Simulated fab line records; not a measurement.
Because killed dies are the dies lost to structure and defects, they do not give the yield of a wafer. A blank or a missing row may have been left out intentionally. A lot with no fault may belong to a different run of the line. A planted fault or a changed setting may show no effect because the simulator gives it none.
Chamber matching / flow n5Finfet / rieDiel-01 running N5_SD_EPI_P_ETCH_47: 4 sister chambers
The step etches SiOCN in CH3F/O2, target depth 25 nm. 8 wafers are shown with their chamber, then 9 later ones without.

== EACH WAFER AND ITS CHAMBER ==
wafer=L085.2; chamber=0; drypumpMotorCurrentA (A)=6.0; throttleValvePct (%)=16.50
wafer=L085.6; chamber=3; drypumpMotorCurrentA (A)=4.9; throttleValvePct (%)=16.36
wafer=L087.2; chamber=1; drypumpMotorCurrentA (A)=5.8; throttleValvePct (%)=16.06
wafer=L087.5; chamber=3; drypumpMotorCurrentA (A)=4.8; throttleValvePct (%)=16.39
wafer=L087.6; chamber=0; drypumpMotorCurrentA (A)=6.0; throttleValvePct (%)=16.51
wafer=L088.2; chamber=2; drypumpMotorCurrentA (A)=6.3; throttleValvePct (%)=16.60
wafer=L088.3; chamber=1; drypumpMotorCurrentA (A)=5.8; throttleValvePct (%)=16.06
wafer=L088.5; chamber=2; drypumpMotorCurrentA (A)=6.3; throttleValvePct (%)=16.60

== WAFERS WITH NO CHAMBER GIVEN ==
wafer=L089.2; drypumpMotorCurrentA (A)=5.8; throttleValvePct (%)=16.07
wafer=L089.3; drypumpMotorCurrentA (A)=4.9; throttleValvePct (%)=16.37
wafer=L089.6; drypumpMotorCurrentA (A)=4.8; throttleValvePct (%)=16.37
wafer=L091.4; drypumpMotorCurrentA (A)=6.0; throttleValvePct (%)=16.53
wafer=L091.5; drypumpMotorCurrentA (A)=6.4; throttleValvePct (%)=16.61
wafer=L091.6; drypumpMotorCurrentA (A)=5.8; throttleValvePct (%)=16.07
wafer=L095.1; drypumpMotorCurrentA (A)=6.0; throttleValvePct (%)=16.54
wafer=L095.3; drypumpMotorCurrentA (A)=6.3; throttleValvePct (%)=16.63
wafer=L095.4; drypumpMotorCurrentA (A)=6.0; throttleValvePct (%)=16.55

== CHAMBER TAKEN BY EACH ==
wafer=L089.2; from the rows above=1; in truth=1
wafer=L089.3; from the rows above=3; in truth=3
wafer=L089.6; from the rows above=3; in truth=3
wafer=L091.4; from the rows above=0; in truth=0
wafer=L091.5; from the rows above=2; in truth=2
wafer=L091.6; from the rows above=1; in truth=1
wafer=L095.1; from the rows above=0; in truth=0
wafer=L095.3; from the rows above=2; in truth=2
wafer=L095.4; from the rows above=0; in truth=0
9 of 9 placed correctly. Number that these rows cannot place: 0. Wrongly placed: 0.
How it was worked out, from the rows above alone: a wafer's distance from a chamber is the root of the sum, over the readings, of the square of ((its reading less the chamber's mean) divided by the reading's scatter). If the next closest chamber is less than 2 further off than the closest, the wafer can't be placed; otherwise it belongs to the closest. For every chamber, the mean is computed from those of its wafers that are shown. The scatter: take each reading less its chamber's mean, square it, sum over the shown wafers, divide by the number of wafers less the number of chambers, and take the root.
